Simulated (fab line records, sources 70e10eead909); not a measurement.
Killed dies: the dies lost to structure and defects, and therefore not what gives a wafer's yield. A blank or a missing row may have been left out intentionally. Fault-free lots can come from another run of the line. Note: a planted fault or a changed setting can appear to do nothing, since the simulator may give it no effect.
fab line records | flow nand-harc
record: lots: 6 | wafers: 18 | last-day: 30
route steps=1302 shown P_STI@102 P_GATE@110 END@1302
lots that met no fault: from a run of the same line without faults
start-h: hours from the record's opening day to when the first of the lot's shown wafers began | wait-h: hours since the lot's step before | " as in the row above | L1.1+2: several wafers, shown together as one row | - value missing, or start not given | * or withheld: withheld | < > ~ a bound
route shown NAME@n: names a module that has steps shown in the file, with the first one's number in the route | usual: the fault-free wafers' mean and standard deviation | same: alike in all rows | chamber/n: place in a boat | sites: each site's reading | _std_site: their standard deviation | _edge_site: inner sites' mean taken away from outer sites' mean | radius-mm: how far each site lies from the wafer's centre | mask NAME#n: copy n | behind: tool/chamber where the wafer was last shaped | hold: why the lot went on hold/how many hours it stayed there/how the hold came to an end | device: names the non-switching transistor (n, p or np) | end of line: at the end of the route, the tests of the same wafers | for a step that has no rows: nothing shown but its recipe | killed: count of dies lost to structure and defects at first sort (not the wafer's yield) | map: per-die view of a wafer (x killed, . not killed, _ where there is no die)
set.NAME: setting as actually run; set.NAME@STEP: the setting as run at that earlier step | model.NAME: the simulator's own value behind a step, which no gauge read
a table for each step, a row for each wafer; lots at some steps of the route
services: from which hour (start-h, from the record's first day; less than 0 if before it) a tool's chamber was out of use, for how many hours, and why
== steps ==
step: NHARC_P_STI_SRD_35
step: NHARC_P_STI_ETCH_36
recipe: target-depth-a: 388 | chemistry: dHF | material: SiO2
step: NHARC_P_STI_STRIP_24
recipe: temp-c: 160 | chemistry: H3PO4 | material: Si3N4
step: NHARC_P_STI_ETCH_37
recipe: target-depth-a: 110 | chemistry: dHF | material: SiO2
step: NHARC_P_STI_PRECLEAN_38
recipe: time-s: * | temp-c: 50 | bath-age-min: 0 | chemistry: SC1
step: NHARC_P_STI_SRD_39
step: NHARC_P_STI_OXIDE_40
recipe: target-thk-a: 100 | temp-c: 900 | ox-time-s: 1362 | material: SiO2
step: NHARC_P_STI_INSPECT_25
usual: raw-defect-count: 230/89
lot.wafer | tool              | chamber | start-h | wait-h | raw-defect-count
L724.3    | defect-inspect-02 | -       | 92.37   | 0.4    | 277
L724.4    | "                 | -       | "       | "      | 293
L724.5    | "                 | -       | "       | "      | 292
L725.3    | defect-inspect-01 | -       | 99.29   | 0.4    | 198
L725.4    | "                 | -       | "       | "      | 164
L725.6    | "                 | -       | "       | "      | 260
L730.3    | defect-inspect-01 | -       | 151.19  | 0.4    | 132
L730.5    | "                 | -       | "       | "      | 161
L730.6    | "                 | -       | "       | "      | 132
L734.2    | defect-inspect-02 | -       | 194.60  | 0.4    | 347
L734.4    | "                 | -       | "       | "      | 225
L734.6    | "                 | -       | "       | "      | 188
L735.2    | defect-inspect-01 | -       | 214.84  | 0.4    | 134
L735.3    | "                 | -       | "       | "      | 98
L735.5    | "                 | -       | "       | "      | 175
L737.2    | defect-inspect-01 | -       | 228.90  | 0.4    | 203
L737.3    | "                 | -       | "       | "      | 243
L737.6    | "                 | -       | "       | "      | 276
step: NHARC_P_GATE_ETCH_69
recipe: target-depth-a: 140 | chemistry: dHF | material: SiO2
step: NHARC_P_GATE_PRECLEAN_70
recipe: time-s: * | temp-c: 50 | bath-age-min: 0 | chemistry: SC1
step: NHARC_P_GATE_SRD_01
step: NHARC_P_GATE_OXIDE_02
recipe: target-thk-a: 375 | temp-c: 950 | p-h2o-torr: 720 | ox-time-s: 365 | material: SiO2
usual: spike-tc-bottom-C: 965.6/2.4 | spike-tc-lower-C: 949.1/1.1
lot.wafer | tool       | chamber | start-h | wait-h | spike-tc-bottom-C | spike-tc-lower-C
L724.3    | furnace-01 | 0       | 95.87   | -      | 964.0             | 948.5
L724.4    | "          | 0       | "       | "      | 962.2             | 947.8
L724.5    | "          | 0       | "       | "      | 961.3             | 947.6
L724.3    | furnace-01 | 0       | 100.53  | 0.4    | 960.5             | 950.0
L724.4    | "          | 0       | "       | "      | 962.3             | 950.3
L724.5    | "          | 0       | "       | "      | 962.9             | 950.3
L725.3    | furnace-01 | 0       | 104.34  | -      | 962.4             | 950.8
L725.4    | "          | 0       | "       | "      | 959.2             | 950.3
L725.6    | "          | 0       | "       | "      | 961.2             | 950.3
L730.3    | furnace-06 | 0       | 154.66  | -      | 967.8             | 948.2
L730.5    | "          | 0       | "       | "      | 967.8             | 951.0
L730.6    | "          | 0       | "       | "      | 966.2             | 948.4
L730.3    | furnace-06 | 0       | 159.24  | 0.4    | 965.9             | 947.6
L730.5    | "          | 0       | "       | "      | 966.4             | 950.1
L730.6    | "          | 0       | "       | "      | 965.6             | 947.7
L734.2    | furnace-01 | 0       | 199.61  | -      | 962.9             | 949.5
L734.4    | "          | 0       | "       | "      | 961.7             | 948.6
L734.6    | "          | 0       | "       | "      | 963.0             | 949.3
L735.2    | furnace-06 | 0       | 218.90  | -      | 968.0             | 949.0
L735.3    | "          | 0       | "       | "      | 966.9             | 947.9
L735.5    | "          | 0       | "       | "      | 966.7             | 949.8
L737.2    | furnace-06 | 0       | 232.41  | -      | 966.6             | 949.3
L737.3    | "          | 0       | "       | "      | 967.8             | 949.4
L737.6    | "          | 0       | "       | "      | 966.7             | 948.5
step: NHARC_P_GATE_DEHYDRATE_03
recipe: temp-c: 150 | time-s: 120
step: NHARC_END_SORT_01
recipe: temp-c: 25
usual: killed-at-array: 55/22 | killed-at-other: 1.1/1.4 | killed-at-periphery: 4/3.2 | killed-dies: 59/22 | killed-open: 3.3/1.8 | killed-short: 2.5/1.5
same: gross-dies: 677
lot.wafer | tool      | chamber | start-h | wait-h | killed-at-array | killed-at-other | killed-at-periphery | killed-dies | killed-open | killed-short
L724.3    | prober-02 | 0       | 581.52  | 3.1    | 28              | 0               | 649                 | 677         | 2           | 3
L724.4    | prober-02 | 0       | 582.31  | 3.4    | 56              | 0               | 621                 | 677         | 6           | 3
L724.5    | prober-02 | 0       | 583.10  | 3.7    | 46              | 2               | 629                 | 677         | 5           | 1
L730.3    | prober-01 | 0       | 655.34  | 3.1    | 78              | 2               | 597                 | 677         | 2           | 4
L730.5    | prober-01 | 0       | 656.92  | 3.6    | 67              | 3               | 607                 | 677         | 2           | 3
L730.6    | prober-01 | 0       | 657.70  | 3.9    | 42              | 2               | 633                 | 677         | 3           | 2
killed by level:class
L724.3 P_GATE:area-oxide=642 A_CHANNEL_HOLE_D1:chamber-film-flake=11 A_CHANNEL_HOLE_D2:chamber-film-flake=9 P_STI:chamber-film-flake=2 A_CONTACT:chamber-film-flake=2 P_GATE:geometric-particle:short=1 P_M0:geometric-particle:open=1 A_DECK1_JOINT:geometric-particle:short=1
L724.4 P_GATE:area-oxide=619 A_CHANNEL_HOLE_D1:chamber-film-flake=31 A_CHANNEL_HOLE_D2:chamber-film-flake=7 A_CONTACT:chamber-film-flake=5 A_CHANNEL_FILL_D1:geometric-particle:open=2 A_STAIRCASE:chamber-film-flake=2 A_WL_FILL:chamber-film-flake=2 P_GATE:geometric-particle:short=1
L724.5 P_GATE:area-oxide=626 A_CHANNEL_HOLE_D1:chamber-film-flake=32 A_CHANNEL_HOLE_D2:chamber-film-flake=7 A_CHANNEL_FILL_D1:chamber-film-flake=2 THIN_TSV:chamber-film-flake=2 P_CONTACT:geometric-particle:open=1 P_M0:geometric-particle:open=1 A_CHANNEL_FILL_D1:geometric-particle:open=1
L730.3 P_GATE:area-oxide=594 A_CHANNEL_HOLE_D1:chamber-film-flake=40 A_CHANNEL_HOLE_D2:chamber-film-flake=15 A_STAIRCASE:chamber-film-flake=8 A_SLIT:chamber-film-flake=2 P_STI:chamber-film-flake=2 A_CONTACT:chamber-film-flake=2 A_M1:chamber-film-flake=2
L730.5 P_GATE:area-oxide=605 A_CHANNEL_HOLE_D1:chamber-film-flake=40 A_CHANNEL_HOLE_D2:chamber-film-flake=15 A_STAIRCASE:chamber-film-flake=5 THIN_TSV:chamber-film-flake=3 A_CHANNEL_FILL_D2:geometric-particle:short=2 P_CONTACT:geometric-particle:open=1 A_ONON_D2:geometric-particle:short=1
L730.6 P_GATE:area-oxide=630 A_CHANNEL_HOLE_D1:chamber-film-flake=14 A_CHANNEL_HOLE_D2:chamber-film-flake=13 A_STAIRCASE:chamber-film-flake=7 A_CONTACT:chamber-film-flake=2 THIN_TSV:chamber-film-flake=2 P_M0:geometric-particle:open=1 A_DECK1_JOINT:geometric-particle:short=1
map L724.3 (x killed, . not)
____________x____________
_________xxxxxxx_________
_______xxxxxxxxxxx_______
______xxxxxxxxxxxxx______
_____xxxxxxxxxxxxxxx_____
____xxxxxxxxxxxxxxxxx____
____xxxxxxxxxxxxxxxxx____
___xxxxxxxxxxxxxxxxxxx___
___xxxxxxxxxxxxxxxxxxx___
__xxxxxxxxxxxxxxxxxxxxx__
__xxxxxxxxxxxxxxxxxxxxx__
_xxxxxxxxxxxxxxxxxxxxxxx_
_xxxxxxxxxxxxxxxxxxxxxxx_
_xxxxxxxxxxxxxxxxxxxxxxx_
_xxxxxxxxxxxxxxxxxxxxxxx_
_xxxxxxxxxxxxxxxxxxxxxxx_
xxxxxxxxxxxxxxxxxxxxxxxxx
xxxxxxxxxxxxxxxxxxxxxxxxx
xxxxxxxxxxxxxxxxxxxxxxxxx
xxxxxxxxxxxxxxxxxxxxxxxxx
xxxxxxxxxxxxxxxxxxxxxxxxx
_xxxxxxxxxxxxxxxxxxxxxxx_
_xxxxxxxxxxxxxxxxxxxxxxx_
_xxxxxxxxxxxxxxxxxxxxxxx_
_xxxxxxxxxxxxxxxxxxxxxxx_
_xxxxxxxxxxxxxxxxxxxxxxx_
__xxxxxxxxxxxxxxxxxxxxx__
__xxxxxxxxxxxxxxxxxxxxx__
___xxxxxxxxxxxxxxxxxxx___
___xxxxxxxxxxxxxxxxxxx___
____xxxxxxxxxxxxxxxxx____
____xxxxxxxxxxxxxxxxx____
_____xxxxxxxxxxxxxxx_____
______xxxxxxxxxxxxx______
_______xxxxxxxxxxx_______
_________xxxxxxx_________
____________x____________
map L730.3 (x killed, . not)
____________x____________
_________xxxxxxx_________
_______xxxxxxxxxxx_______
______xxxxxxxxxxxxx______
_____xxxxxxxxxxxxxxx_____
____xxxxxxxxxxxxxxxxx____
____xxxxxxxxxxxxxxxxx____
___xxxxxxxxxxxxxxxxxxx___
___xxxxxxxxxxxxxxxxxxx___
__xxxxxxxxxxxxxxxxxxxxx__
__xxxxxxxxxxxxxxxxxxxxx__
_xxxxxxxxxxxxxxxxxxxxxxx_
_xxxxxxxxxxxxxxxxxxxxxxx_
_xxxxxxxxxxxxxxxxxxxxxxx_
_xxxxxxxxxxxxxxxxxxxxxxx_
_xxxxxxxxxxxxxxxxxxxxxxx_
xxxxxxxxxxxxxxxxxxxxxxxxx
xxxxxxxxxxxxxxxxxxxxxxxxx
xxxxxxxxxxxxxxxxxxxxxxxxx
xxxxxxxxxxxxxxxxxxxxxxxxx
xxxxxxxxxxxxxxxxxxxxxxxxx
_xxxxxxxxxxxxxxxxxxxxxxx_
_xxxxxxxxxxxxxxxxxxxxxxx_
_xxxxxxxxxxxxxxxxxxxxxxx_
_xxxxxxxxxxxxxxxxxxxxxxx_
_xxxxxxxxxxxxxxxxxxxxxxx_
__xxxxxxxxxxxxxxxxxxxxx__
__xxxxxxxxxxxxxxxxxxxxx__
___xxxxxxxxxxxxxxxxxxx___
___xxxxxxxxxxxxxxxxxxx___
____xxxxxxxxxxxxxxxxx____
____xxxxxxxxxxxxxxxxx____
_____xxxxxxxxxxxxxxx_____
______xxxxxxxxxxxxx______
_______xxxxxxxxxxx_______
_________xxxxxxx_________
____________x____________
== services ==
tool       | chamber | start-h | hours | kind
furnace-01 | -       | 207.36  | 26.0  | pm
== key ==
first-sign: step: NHARC_P_GATE_OXIDE_02 | reading: visit | direction: added
effect: step: NHARC_END_SORT_01 | reading: killed-at-periphery | direction: up | sigmas: 99+ | usual: 4 | struck: 623
more-kills-born-at: NHARC_P_GATE_OXIDE_02@furnace-01: 1887 | NHARC_P_GATE_OXIDE_02@furnace-06: 1829
met-at NHARC_P_GATE_OXIDE_02
struck-wafers L724.3,L724.4,L724.5,L730.3,L730.5,L730.6
later-rows-left-out L724.3,L724.4,L724.5,L730.3,L730.5,L730.6
tester-left-out L724,L730
fault: kind: repeated-step-whole | tool: furnace-01,furnace-04,furnace-06 | chamber: - | onset-h: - | steps: NHARC_P_GATE_OXIDE_02 | times: 1 | scope: struck-lots-only
tester-left-out: of these lots the tester's yield and bins aren't shown, on N5 and GAA mostly nor the transistor test; their killed dies are dies lost to structure and defects alone, not to doping, threshold or leakage, so they don't give the yield
later-rows-left-out: the simulator's readings of these wafers behind a module that went badly wrong aren't trusted and aren't shown, but for the sort
